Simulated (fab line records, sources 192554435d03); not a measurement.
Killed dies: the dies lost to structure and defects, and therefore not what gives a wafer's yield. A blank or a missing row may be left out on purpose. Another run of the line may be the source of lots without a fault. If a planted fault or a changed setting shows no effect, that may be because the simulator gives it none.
Which tool did it? + flow n5-finfet + Sampling: 11 lots, 33 wafers, 2 of 1938 route steps

WHAT EACH GAUGE READ, for each wafer
N5_BEOL_M10_THK_MEAS_01. Usual: M10_ILD_THK typically reads 268 nm, with standard deviation 3.4.
| lot  | measured     | on            | M10_ILD_THK (nm) | flag |
|------|--------------|---------------|------------------|------|
| L390 | day 9 21:30  | film-metro-01 | 267 270 271      |      |
| L391 | day 9 21:43  | film-metro-01 | 264 267 266      |      |
| L392 | day 10 04:11 | film-metro-02 | 267 266 269      |      |
| L393 | day 10 16:07 | film-metro-02 | 271 277 276      |      |
| L394 | day 11 01:01 | film-metro-01 | 263 265 267      |      |
| L395 | day 11 10:15 | film-metro-01 | 269 273 272      |      |
| L398 | day 12 04:03 | film-metro-02 | 271 271 274      |      |
| L399 | day 12 09:55 | film-metro-02 | 264 264 268      |      |
| L400 | day 12 17:41 | film-metro-02 | 266 262 262      |      |
| L408 | day 14 04:12 | film-metro-02 | 267 268 271      |      |
| L411 | day 15 11:36 | film-metro-01 | 266 264 264      |      |

WHICH TOOL RAN EACH LOT (tool, then ch and the chambers of the sampled wafers, then the start)
| lot  | N5_BEOL_M9_SURFACE_TREAT_79  |
|------|------------------------------|
| L390 | pvd-sputter-02, day 9 19:38  |
| L391 | pvd-sputter-03, day 9 19:56  |
| L392 | pvd-sputter-01, day 10 02:20 |
| L393 | pvd-sputter-01, day 10 13:20 |
| L394 | pvd-sputter-01, day 10 23:05 |
| L395 | pvd-sputter-03, day 11 08:22 |
| L398 | pvd-sputter-02, day 12 00:31 |
| L399 | pvd-sputter-02, day 12 07:59 |
| L400 | pvd-sputter-03, day 12 15:28 |
| L408 | pvd-sputter-01, day 14 00:52 |
| L411 | pvd-sputter-01, day 15 09:07 |
- N5_BEOL_M9_SURFACE_TREAT_79

AS READ BY THE TOOLS THEMSELVES (means over the sampled wafers that have a number; for cases with no such wafer, the mark the record gives instead)
The record holds no such reading with a usual standard deviation.

THE ANSWER, worked out from the rows above alone
Rule: a lot counts as off when the mean over its wafers that have a number is more than 3 standard deviations away from the usual mean. A lot without any number at a reading at which 4 lots or more have one is off too. All remaining lots with rows at the step are treated as sound. First the gauges in route order, then the tools' own readings, where a lot's mean is used as printed above. The first step at which some lot is off is used, and at that step the reading that is off furthest; a lot without a number counts as furthest.
No lot is off at any reading shown: from this, nothing can be told.

WHAT THE SIMULATOR PUT IN
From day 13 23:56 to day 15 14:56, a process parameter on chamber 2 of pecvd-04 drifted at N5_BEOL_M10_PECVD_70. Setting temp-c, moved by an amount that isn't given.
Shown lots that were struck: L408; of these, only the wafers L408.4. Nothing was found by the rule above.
